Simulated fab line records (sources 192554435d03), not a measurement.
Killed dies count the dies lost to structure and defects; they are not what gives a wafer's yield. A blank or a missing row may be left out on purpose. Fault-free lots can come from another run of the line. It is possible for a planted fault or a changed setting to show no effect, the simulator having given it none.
Which tool was responsible?	flow n5 finfet	Sampling: 9 lots, 27 wafers, 7 of 1938 route steps

## WHAT THE GAUGES SHOWED, per wafer
N5_BEOL_M2_THK_MEAS_53: measures by xrf.
lot	measured	on	M2_THK (nm)
L101	day 8 02:50	film metro-01	38.3 37.8 38.8
L104	day 8 23:20	film metro-02	38.5 39.1 38.1
L107	day 9 18:25	film metro-01	39.5 151.1 40.9
L106	day 10 00:04	film metro-01	142.8 148.4 38.2
L110	day 10 12:48	film metro-02	41.1 41.8 40.1
L111	day 10 18:39	film metro-02	39.7 39.2 39.4
L112	day 10 21:56	film metro-02	39.5 38.0 39.8
L113	day 11 14:52	film metro-02	40.5 41.2 39.6
L118	day 13 02:58	film metro-02	37.3 39.6 39.2

N5_BEOL_M2_INSPECT_59: inspects for defects (darkfield).
lot	measured	on	raw defect count
L101	day 8 03:08	defect inspect-01	57 84 50
L104	day 8 23:38	defect inspect-01	57 60 67
L107	day 9 18:43	defect inspect-02	44 5827 74
L106	day 10 00:22	defect inspect-01	5718 5936 51
L110	day 10 13:05	defect inspect-01	105 103 95
L111	day 10 18:56	defect inspect-02	56 68 62
L112	day 10 22:16	defect inspect-01	45 99 31
L113	day 11 15:10	defect inspect-02	58 54 110
L118	day 13 03:14	defect inspect-02	69 76 48

N5_BEOL_M4_RC_MEAS_101.
lot	measured	on	DIBL_N (mV/V)	DIBL_P (mV/V)	IOFF_N (nA/um)	IOFF_P (nA/um)	ION_N (uA/um)	ION_P (uA/um)	SS_N (mV/dec)	SS_P (mV/dec)	VT_N (mV)	VT_P (mV)
L101	day 8 23:57	prober-01	36.8 38.0 37.1	35.8 36.4 36.3	0.182 0.195 0.185	0.28 0.28 0.29	676 683 681	470 467 471	71.2 72.1 71.8	73.6 74.5 73.5	250.4 247.6 247.4	-245 -242 -243
L104	day 10 06:21	prober-02	39.1 37.1 38.8	38.8 35.5 38.1	0.219 0.158 0.207	0.26 0.21 0.25	698 676 698	476 466 471	72.2 71.5 71.7	73.5 73.5 73.9	243.5 249.8 244.3	-246 -249 -246
L107	day 10 11:17	prober-01	34.6 36.6	32.7 35.1	0.127 0.156	0.18 0.21	661 678	454 460	71.4 71.4	72.3 73.0	255.9 250.3	-252 -249
L106	day 10 17:11	prober-02	40.6	41.5	0.236	0.31	696	477	72.6	73.8	245.4	-242
L110	day 11 12:38	prober-02	37.7 35.5 35.6	36.7 34.2 34.6	0.170 0.130 0.140	0.20 0.16 0.17	672 667 671	455 460 460	71.7 70.6 71.4	74.1 73.1 73.3	250.4 253.5 252.1	-252 -256 -254
L111	day 11 15:52	prober-01	36.6 37.2 35.9	34.7 35.6 34.3	0.131 0.152 0.130	0.19 0.19 0.17	657 670 664	461 458 460	71.2 71.5 71.3	73.2 73.2 73.3	252.3 250.9 251.3	-251 -251 -252
L112	day 11 17:59	prober-01	35.7 35.9 36.2	34.8 35.4 35.9	0.138 0.143 0.145	0.19 0.21 0.21	668 668 669	461 461 466	70.4 71.3 71.4	73.1 72.7 72.7	249.6 248.5 249.6	-249 -250 -248
L113	day 12 19:10	prober-01	33.6 34.9 34.4	34.5 36.2 35.3	0.101 0.126 0.112	0.16 0.18 0.17	653 663 657	455 460 457	70.5 71.2 70.8	73.0 72.9 72.4	258.6 253.7 257.3	-256 -254 -256
L118	day 14 02:44	prober-01	35.8 35.0 35.1	35.8 34.4 34.8	0.156 0.141 0.140	0.19 0.17 0.17	678 674 681	464 452 464	71.4 72.0 71.5	73.8 73.3 72.8	248.1 251.6 248.5	-253 -255 -254

## WHICH TOOL RAN EACH LOT (tool, then ch and the chambers of the sampled wafers, then the start)
lot	N5_BEOL_M2_ALD_84	N5_BEOL_M2_ANNEAL_82	N5_BEOL_M2_ANNEAL_89	N5_BEOL_M2_CMP_52
L101	ald metal-04 ch 0,1,2, day 7 23:35	pvd sputter-03, day 8 00:48	pvd sputter-03, day 8 01:14	cmp-02 ch 1,2,3, day 8 02:38
L104	ald metal-02 ch 0,1,3, day 8 19:47	pvd sputter-02, day 8 21:19	pvd sputter-02, day 8 21:45	cmp-02 ch 1,2,3, day 8 23:07
L107	ald metal-04 ch 1,2,3, day 9 14:46	pvd sputter-01, day 9 15:53	pvd sputter-01, day 9 16:20	cmp-02 ch 1,2, day 9 18:08
L106	ald metal-01 ch 0,2,3, day 9 17:20	pvd sputter-01, day 9 18:17	pvd sputter-01, day 9 18:44	cmp-02 ch 0,1,2, day 9 23:49
L110	ald metal-04 ch 0,1, day 10 09:29	pvd sputter-03, day 10 10:46	pvd sputter-03, day 10 11:12	cmp-03 ch 1,2,3, day 10 12:37
L111	ald metal-04 ch 0,1,3, day 10 15:29	pvd sputter-01, day 10 16:37	pvd sputter-01, day 10 17:04	cmp-03 ch 0,1,2, day 10 18:26
L112	ald metal-01 ch 0,2, day 10 18:55	pvd sputter-02, day 10 19:55	pvd sputter-02, day 10 20:21	cmp-04 ch 0,3, day 10 21:38
L113	ald metal-01 ch 0,3, day 11 11:36	pvd sputter-03, day 11 12:50	pvd sputter-03, day 11 13:17	cmp-04 ch 0,2,3, day 11 14:39
L118	ald metal-04 ch 0,1, day 12 23:57	pvd sputter-03, day 13 00:56	pvd sputter-03, day 13 01:22	cmp-02 ch 1,3, day 13 02:42
- N5_BEOL_M2_ALD_84: deposits TaN, pulse time 2 s, purge time 3 s, co reactant purge time 2 s.
- N5_BEOL_M2_ANNEAL_82: time 240 s.
- N5_BEOL_M2_ANNEAL_89: time 240 s.
- N5_BEOL_M2_CMP_52: polishes, stops on SiOC, t overpolish 6.8 s, target thk 40 nm.

## AS READ BY THE TOOLS THEMSELVES (means over the sampled wafers that have a number; for cases with no such wafer, the mark the record gives instead)
N5_BEOL_M2_ALD_84.
lot	tool	chamber pressure Torr (Torr)	heater power w (W)	precursor vessel pressure torr (Torr)
L101	ald metal-04	3.000	439	26.22
L104	ald metal-02	2.998	419	26.22
L107	ald metal-04	3.006	470	26.27
L106	ald metal-01	3.007	408	26.31
L110	ald metal-04	3.007	452	26.26
L111	ald metal-04	3.000	477	26.30
L112	ald metal-01	2.998	435	26.24
L113	ald metal-01	3.004	411	26.24
L118	ald metal-04	3.003	459	26.24

N5_BEOL_M2_ANNEAL_82.
lot	tool	heater power w (W)
L101	pvd sputter-03	778
L104	pvd sputter-02	882
L107	pvd sputter-01	797
L106	pvd sputter-01	823
L110	pvd sputter-03	870
L111	pvd sputter-01	752
L112	pvd sputter-02	883
L113	pvd sputter-03	722
L118	pvd sputter-03	781

N5_BEOL_M2_ANNEAL_89.
lot	tool	heater power w (W)
L101	pvd sputter-03	770
L104	pvd sputter-02	882
L107	pvd sputter-01	799
L106	pvd sputter-01	832
L110	pvd sputter-03	893
L111	pvd sputter-01	760
L112	pvd sputter-02	884
L113	pvd sputter-03	720
L118	pvd sputter-03	776

N5_BEOL_M2_CMP_52.
lot	tool	barrier field endpoint s (s)	edge zone pressure frac	head pressure psi (psi)	motor current A (A)	overpolish run s (s)	slurry filter dp kPa (kPa)	time to endpoint s (s)
L101	cmp-02	24.1	1.005	1.0011	6.6	6.801	13.51	59.2
L104	cmp-02	24.3	1.004	1.0012	6.4	6.804	13.43	59.2
L107	cmp-02	29.8	0.998	0.9985	6.6	4.542	13.62	67.6
L106	cmp-02	35.7	0.991	1.0003	6.7	2.297	13.46	74.3
L110	cmp-03	25.0	0.997	0.9989	5.3	6.799	13.58	62.5
L111	cmp-03	24.5	1.002	1.0000	6.1	6.800	13.39	63.8
L112	cmp-04	24.7	1.003	0.9984	6.0	6.795	13.51	62.0
L113	cmp-04	25.6	1.000	0.9987	6.0	6.808	13.42	63.8
L118	cmp-02	24.0	1.000	1.0002	6.2	6.791	13.50	61.3

## THE ANSWER, worked out from the rows above alone
Rule: usual is defined by the lots themselves. The widest of any qualifying gaps counts: lots, ordered by their means at a reading, are off when they make up no more than a third of the lots, leave a main group of 4 or more, and stand apart from it by 3 or more times the standard deviation of that group's means. Not used: any main group whose means are identical at the precision the tables above print for the reading. Also off: a lot with no number at a reading for which 4 or more lots have one. All remaining lots with rows at the step are treated as sound. After the gauges, taken in route order, come the tools' own readings; for these a lot's mean is taken, as printed above. The first step at which some lot is off is used, and at that step the reading that is off furthest; a lot without a number counts as furthest.
Off: L107, L106, seen at N5_BEOL_M2_THK_MEAS_53 (M2_THK). For the main group the mean is 39.4 nm and the standard deviation 0.93.
A tool fits if, at a process step before that reading, it ran every lot that is off, and no sound lot after the first of them. The gauges at N5_BEOL_M2_THK_MEAS_53 aren't tried: what is off there is off at N5_BEOL_M2_INSPECT_59 too, on other tools, and a gauge's error can't cause that. None of those tried fits.

## WHAT THE SIMULATOR PUT IN
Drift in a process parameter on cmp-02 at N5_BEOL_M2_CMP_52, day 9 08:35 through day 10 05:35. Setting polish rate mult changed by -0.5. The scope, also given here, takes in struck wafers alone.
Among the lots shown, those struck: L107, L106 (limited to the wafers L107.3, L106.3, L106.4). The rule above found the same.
